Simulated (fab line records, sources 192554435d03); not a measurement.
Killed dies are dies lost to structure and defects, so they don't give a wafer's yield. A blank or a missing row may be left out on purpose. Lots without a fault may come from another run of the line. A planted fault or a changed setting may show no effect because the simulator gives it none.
Which tool did it? | flow n5_finfet | 12 lots, 36 wafers sampled, at 2 steps of a route of 1938

WHAT THE GAUGES READ, wafer by wafer
N5_BEOL_M0_SAQP_OVL_MEAS_41.
lot  | measured     | on         | M0_CUT1_OVL (nm)
L075 | day 6 02:37  | overlay-01 | -0.9 -0.3 -0.5
L077 | day 6 09:10  | overlay-02 | 0.8 0.2 -0.8
L079 | day 6 17:37  | overlay-01 | 0.6 0.8 -0.5
L081 | day 7 09:13  | overlay-02 | -0.7 0.1 -1.0
L083 | day 8 04:42  | overlay-02 | 0.1 0.4 -0.3
L085 | day 8 11:27  | overlay-02 | -0.1 -1.1 -0.7
L087 | day 9 01:28  | overlay-02 | 0.4 -0.1 0.7
L089 | day 9 14:56  | overlay-01 | 0.6 0.6 0.2
L091 | day 10 02:20 | overlay-02 | -1.4 -0.4 -1.0
L093 | day 10 07:13 | overlay-02 | -0.3 0.0 0.0
L095 | day 10 22:59 | overlay-01 | 0.4 0.6 1.3
L097 | day 11 11:07 | overlay-01 | 0.1 0.0 -0.4

WHICH TOOL RAN EACH LOT (tool, then ch and the chambers of the sampled wafers, then the start)
lot  | N5_BEOL_M0_SAQP_MANDREL_ETCH_103
L075 | rie_si-06 ch 1,2,3, day 6 00:35
L077 | rie_si-06 ch 1,2,3, day 6 07:11
L079 | rie_si-06 ch 1,2, day 6 15:42
L081 | rie_si-04 ch 0,1,3, day 7 07:17
L083 | rie_si-04 ch 0,1,3, day 8 02:39
L085 | rie_si-06 ch 1,3, day 8 09:23
L087 | rie_si-04 ch 0,1,3, day 8 20:59
L089 | rie_si-05 ch 1,2,3, day 9 12:48
L091 | rie_si-04 ch 1,3, day 9 22:53
L093 | rie_si-04 ch 1,2, day 10 05:06
L095 | rie_si-06 ch 1,2, day 10 21:05
L097 | rie_si-05 ch 1,3, day 11 09:01
- N5_BEOL_M0_SAQP_MANDREL_ETCH_103: etches a-Si in HBr/Cl2, stops on SiCN, target depth 45 nm, bt time 10 s, time 27 s.

THE ANSWER, worked out from the rows above alone
Rule: what is usual is taken from the lots themselves. Put in order of their means at a reading, lots are off if they are a third of the lots or fewer, leave a main group of 4 or more, and stand apart from it by a gap of 3 or more times the standard deviation of the main group's means; of several such gaps the widest counts. A main group whose means are all the same, to the digits that the tables above print for the reading, isn't used. A lot without any number at a reading at which 4 lots or more have one is off too. The other lots that the step has rows for count as sound.
No lot is off at any reading shown: from this, nothing can be told.

WHAT THE SIMULATOR HAD PUT IN
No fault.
